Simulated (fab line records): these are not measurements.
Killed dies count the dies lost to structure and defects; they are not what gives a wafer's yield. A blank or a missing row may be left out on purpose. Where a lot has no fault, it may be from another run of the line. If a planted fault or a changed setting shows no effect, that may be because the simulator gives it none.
fab line records    flow nandHarc
[record] lots = 7  wafers = 18  lastDay = 24
route steps=1159 shown A_SOURCE_PLATE@418 A_ONON_D1@424
lots that met no fault: from a run of the same line without faults
startH: hours from the record's opening day to when the first of the lot's shown wafers began    waitH: hours elapsed since this lot's preceding step    " same as the row above    L1.1+2: a single row standing in for several wafers    - value missing, or start not given    * or withheld: withheld    < > ~ a bound
route shown NAME@n: a module of which the file shows steps, and the number in the route of the first    usual: the fault-free wafers' mean and standard deviation    same: alike in all rows    chamber/n: place in a boat    sites: each site's reading    _std_site: their standard deviation    _edge_site: inner sites' mean taken away from outer sites' mean    radiusMm: how far each site lies from the wafer's centre    mask NAME#n: copy n    behind: the tool/chamber that last shaped the wafer    hold: why the lot went on hold/how many hours it stayed there/how the hold came to an end    device: whichever transistor did not switch (one of n, p or np)    end of line: at the end of the route, the tests of the same wafers    a step with no rows: only its recipe    killed: count of dies lost to structure and defects at first sort (not the wafer's yield)    map: the dies of a wafer, with x for killed, . for not killed, _ for no die there
set.NAME: the setting as run; set.NAME@STEP: as run at that earlier step    model.NAME: the simulator's own value behind a step, which no gauge read
lots at selected steps of the route; one table per step, one row per wafer
services: a tool's chamber out of use, with start hour (startH, from the record's first day; less than 0 if before it), hours out, and reason
[[steps]]
[step NHARC_A_SOURCE_PLATE_CVD_03]
[recipe] targetThkA = 2000  tempC = 620  pressureMtorr = 200  timeS = 4000  material = poly-Si
[step NHARC_A_SOURCE_PLATE_ANNEAL_05]
[recipe] tempC = 850  timeS = 1800
[step NHARC_A_SOURCE_PLATE_THK_MEAS_06]
[recipe] thkMeasGauge = ellipsometry
[usual] thkNm = 200.2/2.3
lot.wafer  tool          chamber  startH  waitH  thkNm
L195.1     filmMetro-02  -        167.91  0.4    196.3
L195.4     "             -        "       "      196.4
L195.6     "             -        "       "      197.4
L197.1     filmMetro-02  -        177.20  0.4    202.0
L197.5     "             -        "       "      200.5
L197.6     "             -        "       "      199.5
L206.2     filmMetro-01  -        235.53  0.4    196.8
L206.6     "             -        "       "      199.6
L210.2     filmMetro-02  -        246.59  0.4    197.5
L210.6     "             -        "       "      198.5
L211.2     filmMetro-01  -        253.44  0.4    199.3
L211.6     "             -        "       "      200.4
L214.1     filmMetro-01  -        271.81  0.4    201.5
L214.2     "             -        "       "      202.6
L214.5     "             -        "       "      204.1
L217.3     filmMetro-02  -        282.90  0.4    200.8
L217.4     "             -        "       "      200.2
L217.6     "             -        "       "      201.7
[step NHARC_A_SOURCE_PLATE_INSPECT_08]
[usual] rawDefectCount = 57/25
lot.wafer  tool              chamber  startH  waitH  rawDefectCount
L195.1     defectInspect-02  -        167.99  0.1    47
L195.4     "                 -        "       "      122
L195.6     "                 -        "       "      57
L197.1     defectInspect-02  -        177.28  0.0    30
L197.5     "                 -        "       "      79
L197.6     "                 -        "       "      44
L206.2     defectInspect-01  -        235.64  0.0    77
L206.6     "                 -        "       "      88
L210.2     defectInspect-01  -        246.67  0.0    38
L210.6     "                 -        "       "      34
L211.2     defectInspect-02  -        253.53  0.0    50
L211.6     "                 -        "       "      95
L214.1     defectInspect-02  -        271.87  0.0    39
L214.2     "                 -        "       "      36
L214.5     "                 -        "       "      24
L217.3     defectInspect-02  -        282.98  0.0    45
L217.4     "                 -        "       "      32
L217.6     "                 -        "       "      72
[step NHARC_A_ONON_D1_DEP_00]
[recipe] targetThkA = 10000  n2FlowSccm = 2750  n2oFlowSccm = 2000  nh3FlowSccm = 500  sih4FlowSccm = 210  tempC = 400
[step NHARC_A_ONON_D1_THK_MEAS_02]
[recipe] thkMeasGauge = ellipsometry
[usual] thkNm = 997/9.4
lot.wafer  tool          chamber  startH  waitH  thkNm
L195.1     filmMetro-01  -        168.58  -      985
L195.4     "             -        "       "      985
L195.6     "             -        "       "      984
L197.1     filmMetro-02  -        177.87  -      992
L197.5     "             -        "       "      994
L197.6     "             -        "       "      992
L206.2     filmMetro-01  -        236.23  -      997
L206.6     "             -        "       "      997
L210.2     filmMetro-02  -        247.28  -      1001
L210.6     "             -        "       "      1000
L211.2     filmMetro-01  -        254.11  -      986
L211.6     "             -        "       "      987
L214.1     filmMetro-01  -        272.45  -      993
L214.2     "             -        "       "      997
L214.5     "             -        "       "      996
L217.3     filmMetro-01  -        283.90  -      1004
L217.4     "             -        "       "      1007
L217.6     "             -        "       "      1006
[step NHARC_A_ONON_D1_DEP_03]
[recipe] targetThkA = 10000  n2FlowSccm = 2750  n2oFlowSccm = 2000  nh3FlowSccm = 500  sih4FlowSccm = 210  tempC = 400
[step NHARC_A_ONON_D1_THK_MEAS_05]
[recipe] thkMeasGauge = ellipsometry
[usual] thkNm = 1002/7.7
lot.wafer  tool          chamber  startH  waitH  thkNm
L195.1     filmMetro-01  -        169.14  -      1008
L195.4     "             -        "       "      1009
L195.6     "             -        "       "      1009
L197.1     filmMetro-01  -        178.44  -      1020
L197.5     "             -        "       "      1019
L197.6     "             -        "       "      1021
L206.2     filmMetro-01  -        236.80  -      1007
L206.6     "             -        "       "      1008
L210.2     filmMetro-02  -        247.85  -      1006
L210.6     "             -        "       "      1007
L211.2     filmMetro-02  -        254.69  -      1005
L211.6     "             -        "       "      1004
L214.1     filmMetro-01  -        273.02  -      1012
L214.2     "             -        "       "      1010
L214.5     "             -        "       "      1012
L217.3     filmMetro-02  -        284.60  -      999
L217.4     "             -        "       "      999
L217.6     "             -        "       "      1000
[step NHARC_A_ONON_D1_DEP_06]
[recipe] targetThkA = 10000  n2FlowSccm = 2750  n2oFlowSccm = 2000  nh3FlowSccm = 500  sih4FlowSccm = 210  tempC = 400
[step NHARC_A_ONON_D1_THK_MEAS_08]
[recipe] thkMeasGauge = ellipsometry
[usual] thkNm = 1003/8.9
lot.wafer  tool          chamber  startH  waitH  thkNm
L195.1     filmMetro-01  -        169.71  -      1002
L195.4     "             -        "       "      1002
L195.6     "             -        "       "      1005
L197.1     filmMetro-01  -        179.01  -      1010
L197.5     "             -        "       "      1011
L197.6     "             -        "       "      1009
L206.2     filmMetro-01  -        237.37  -      996
L206.6     "             -        "       "      996
L210.2     filmMetro-02  -        248.42  -      1020
L210.6     "             -        "       "      1017
L211.2     filmMetro-02  -        255.26  -      1000
L211.6     "             -        "       "      999
L214.1     filmMetro-02  -        273.59  -      990
L214.2     "             -        "       "      993
L214.5     "             -        "       "      991
L217.3     filmMetro-02  -        285.17  -      995
L217.4     "             -        "       "      994
L217.6     "             -        "       "      995
[step NHARC_A_ONON_D1_DEP_09]
[recipe] targetThkA = 10000  n2FlowSccm = 2750  n2oFlowSccm = 2000  nh3FlowSccm = 500  sih4FlowSccm = 210  tempC = 400
[usual] nh3FlowSccm = 499.8/1.3
lot.wafer  tool          chamber  startH  waitH  nh3FlowSccm
L195.1     pecvdOnon-02  0        169.76  0.1    499.5
L195.4     "             0        "       "      499.5
L195.6     "             0        "       "      498.4
L197.1     pecvdOnon-04  0        179.07  0.1    503.7
L197.5     "             0        "       "      500.5
L197.6     "             0        "       "      497.3
L206.2     pecvdOnon-02  0        237.48  0.1    498.7
L206.6     "             0        "       "      499.5
L210.2     pecvdOnon-02  0        248.54  0.1    503.0
L210.6     "             0        "       "      500.4
L211.2     pecvdOnon-02  0        255.37  0.1    500.1
L211.6     "             0        "       "      500.6
L214.1     pecvdOnon-04  0        273.64  0.1    499.4
L214.2     "             0        "       "      500.5
L214.5     "             0        "       "      497.4
L217.3     pecvdOnon-03  0        285.34  0.2    500.1
L217.4     "             0        "       "      498.8
L217.6     "             0        "       "      500.8
[step NHARC_A_ONON_D1_THK_MEAS_11]
[recipe] thkMeasGauge = ellipsometry
[usual] thkNm = 1001/11
lot.wafer  tool          chamber  startH  waitH  thkNm
L195.1     filmMetro-01  -        170.27  -      998
L195.4     "             -        "       "      998
L195.6     "             -        "       "      998
L197.1     filmMetro-02  -        179.58  -      1009
L197.5     "             -        "       "      1010
L197.6     "             -        "       "      1009
L206.2     filmMetro-01  -        237.96  -      1434
L206.6     "             -        "       "      1435
L210.2     filmMetro-02  -        248.99  -      1431
L210.6     "             -        "       "      1431
L211.2     filmMetro-02  -        255.83  -      1424
L211.6     "             -        "       "      1424
L214.1     filmMetro-01  -        274.15  -      1013
L214.2     "             -        "       "      1013
L214.5     "             -        "       "      1014
L217.3     filmMetro-02  -        285.74  -      989
L217.4     "             -        "       "      990
L217.6     "             -        "       "      993
[step NHARC_A_ONON_D1_DEP_12]
[recipe] targetThkA = 10000  n2FlowSccm = 2750  n2oFlowSccm = 2000  nh3FlowSccm = 500  sih4FlowSccm = 210  tempC = 400
[[services]]
tool          chamber  startH  hours  kind
pecvdOnon-03  -        153.00  13.0   pm
pecvdOnon-04  -        237.21  13.0   pm
[[key]]
[firstSign] step = NHARC_A_ONON_D1_THK_MEAS_11  reading = thkNm  direction = up  sigmas = 40  usual = 1001  struck = 1430
effect none on later readings
metAt NHARC_A_ONON_D1_DEP_09
struckWafers L206.2,L206.6,L210.2,L210.6,L211.2,L211.6
sortLeftOut L206.2,L206.6,L210.2,L210.6,L211.2,L211.6
testerLeftOut L206,L210,L211
onsetBetween 169.76 237.48
[fault] kind = processParameterDrift  tool = pecvdOnon-02  chamber = -  onsetH = 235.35  steps = NHARC_A_ONON_D1_DEP_09  channel = targetThkA  offset = *  shape = step  endH = 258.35  scope = struckWafersOnly  actsIn = *  stated = *
// testerLeftOut: of these lots the tester's yield and bins aren't shown, on N5 and GAA mostly nor the transistor test; their killed dies are dies lost to structure and defects alone, not to doping, threshold or leakage, so they don't give the yield
// sortLeftOut: the simulated sort isn't trusted on such a fault, so these wafers' sort isn't shown, and their yield isn't known
